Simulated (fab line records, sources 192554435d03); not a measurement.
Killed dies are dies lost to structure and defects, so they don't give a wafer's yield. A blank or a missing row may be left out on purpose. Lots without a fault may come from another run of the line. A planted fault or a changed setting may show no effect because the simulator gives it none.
Split-lot experiment | flow n5_finfet | 7 lots, 39 wafers read, on a route of 1938 steps

THE SPLIT
At N5_BEOL_M4_ETCH_64 (etches SOC in N2/H2, target depth 75 nm, overetch 22.5 nm, time 121.9 s), the setting time_s was moved away from the recipe's 121.9 s on 9 of the 39 wafers read, by -58.0% to +36.8%. The other wafers ran this setting at the recipe's value.

FROM THE SPLIT TO THE READING: what the file shows between them, 3 steps
- N5_BEOL_M4_STRIP_65: strips in N2/H2
- N5_BEOL_M4_STRIP_75: strips in N2/H2
- N5_BEOL_M4_STRIP_66: strips in CF4

THE READING
BEOL_M4.cd_offset_nm (the simulator's own value, which no gauge read), in nm, at N5_BEOL_M4_HM_OPEN_17 (chemistry Cl2/BCl3, target TiN, target depth 20 nm, overetch 6 nm). The file gives no usual value for it. The 30 wafers here that ran the recipe average -0.0 nm, standard deviation 0.23 nm.

wafer  | tool, chamber at the split | time_s as run, s | against the recipe | BEOL_M4.cd_offset_nm, nm | against lot-mates on the recipe
L078.1 | rie_diel-04, 3,1,2,1       | 121.9            | recipe             | 0.2                      | -
L078.5 | rie_diel-04, 3,1,2,1       | 121.9            | recipe             | 0.2                      | -
L078.6 | rie_diel-04, 3,1,2,1       | 121.9            | recipe             | 0.2                      | -
L078.2 | rie_diel-04, 3,1,2,1       | 121.9            | recipe             | 0                        | -
L078.4 | rie_diel-04, 2             | 121.9            | recipe             | 0                        | -
L078.3 | rie_diel-04, 0             | 121.9            | recipe             | 0.4                      | -
L079.1 | rie_diel-04, 3,1           | 80.63            | -33.9%             | -0.6                     | -0.5
L079.4 | rie_diel-04, 3,1           | 80.63            | -33.9%             | -0.6                     | -0.5
L079.2 | rie_diel-04, 2             | 121.9            | recipe             | -0.2                     | -
L079.6 | rie_diel-04, 0             | 121.9            | recipe             | -0.2                     | -
L079.3 | rie_diel-04, 0             | 121.9            | recipe             | 0.2                      | -
L079.5 | rie_diel-04, 1             | 80.63            | -33.9%             | -1                       | -0.9
L082.1 | rie_diel-03, 2             | 121.9            | recipe             | -0.2                     | -
L082.4 | rie_diel-03, 2             | 121.9            | recipe             | -0.2                     | -
L082.6 | rie_diel-03, 3             | 121.9            | recipe             | 0                        | -
L086.1 | rie_diel-01, 3             | 121.9            | recipe             | 0                        | -
L086.4 | rie_diel-01, 1             | 121.9            | recipe             | 0                        | -
L086.2 | rie_diel-01, 1             | 121.9            | recipe             | -0.4                     | -
L086.3 | rie_diel-01, 0             | 51.16            | -58.0%             | -1.4                     | -1.3
L086.6 | rie_diel-01, 3             | 51.16            | -58.0%             | -1.4                     | -1.3
L086.5 | rie_diel-01, 0             | 51.16            | -58.0%             | -1.6                     | -1.5
L090.1 | rie_diel-01, 0             | 121.9            | recipe             | 0.4                      | -
L090.2 | rie_diel-01, 3,1           | 121.9            | recipe             | 0.2                      | -
L090.5 | rie_diel-01, 3,1           | 121.9            | recipe             | 0.2                      | -
L090.6 | rie_diel-01, 2             | 121.9            | recipe             | 0.2                      | -
L090.3 | rie_diel-01, 1             | 121.9            | recipe             | 0                        | -
L090.4 | rie_diel-01, 2             | 121.9            | recipe             | 0                        | -
L093.1 | rie_diel-04, 0             | 166.7            | +36.8%             | 0.8                      | +1.1
L093.2 | rie_diel-04, 1             | 121.9            | recipe             | -0.2                     | -
L093.5 | rie_diel-04, 1             | 121.9            | recipe             | -0.2                     | -
L093.3 | rie_diel-04, 2             | 166.7            | +36.8%             | 0                        | +0.3
L093.4 | rie_diel-04, 3             | 166.7            | +36.8%             | 0.6                      | +0.9
L093.6 | rie_diel-04, 2             | 121.9            | recipe             | -0.6                     | -
L097.1 | rie_diel-01, 3             | 121.9            | recipe             | 0.2                      | -
L097.2 | rie_diel-01, 0             | 121.9            | recipe             | 0                        | -
L097.5 | rie_diel-01, 1,3           | 121.9            | recipe             | 0                        | -
L097.3 | rie_diel-01, 1,3           | 121.9            | recipe             | -0.2                     | -
L097.4 | rie_diel-01, 2             | 121.9            | recipe             | -0.2                     | -
L097.6 | rie_diel-01, 2             | 121.9            | recipe             | -0.4                     | -
Where a row lists several chambers, the file gives one row for several wafers and doesn't say which wafer went through which chamber.

THE FIT
A straight line over all 39 wafers: BEOL_M4.cd_offset_nm changes by +0.0211 nm for each +1% of time_s; r = +0.87; the points scatter about the line by 0.26 nm.
The same after taking each lot's own level away (the mean of its wafers on the recipe; 39 wafers): +0.0221 nm for each +1%; r = +0.93; scatter 0.19 nm.
On that fit, the largest move of time_s shifts the reading by 1.3 nm.
The lots' own levels span -0.33 to 0.17 nm, that is 2.1 times the standard deviation above.
So the lot-to-lot level changes the slope little: the two slopes agree.
Check: with one of the wafers moved furthest among these (-58.0%) left out of the fit, the line predicts -1.28 nm for it against its lot-mates. It came out at -1.27 nm against them.

OTHER SPLITS ON THESE WAFERS
These wafers also went through other splits before the reading. Each is held against what the fit with the lots' levels taken away leaves over:
other split on the same wafers   | wafers away from the commonest value | r with BEOL_M4.cd_offset_nm (lot level and that fit taken away)
N5_BEOL_M2_TRENCH_ETCH_37 time_s | 9                                    | +0.12

THE WHOLE CHAIN: every reading that the file lists as answering this split, in the file's order
step                  | what it does                                                            | reading                                                                          | change (the file's fit)                | r (the file's)
N5_BEOL_M4_ETCH_64    | etches SOC in N2/H2, target depth 75 nm, overetch 22.5 nm, time 121.9 s | SiARC_of_BEOL_M4_COAT_62.thk_nm (the simulator's own value, which no gauge read) | -0.0585 nm for each +1% of the setting | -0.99
N5_BEOL_M4_ETCH_64    | etches SOC in N2/H2, target depth 75 nm, overetch 22.5 nm, time 121.9 s | BEOL_M4.cd_offset_nm (the simulator's own value, which no gauge read)            | +0.0229 nm for each +1% of the setting | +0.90
N5_BEOL_M4_HM_OPEN_17 | chemistry Cl2/BCl3, target TiN, target depth 20 nm, overetch 6 nm       | BEOL_M4.cd_offset_nm (the simulator's own value, which no gauge read)            | +0.0221 nm for each +1% of the setting | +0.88

THE FILE'S OWN FIT
BEOL_M4.cd_offset_nm changes by +0.0221 nm for each +1% of time_s, r = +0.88.
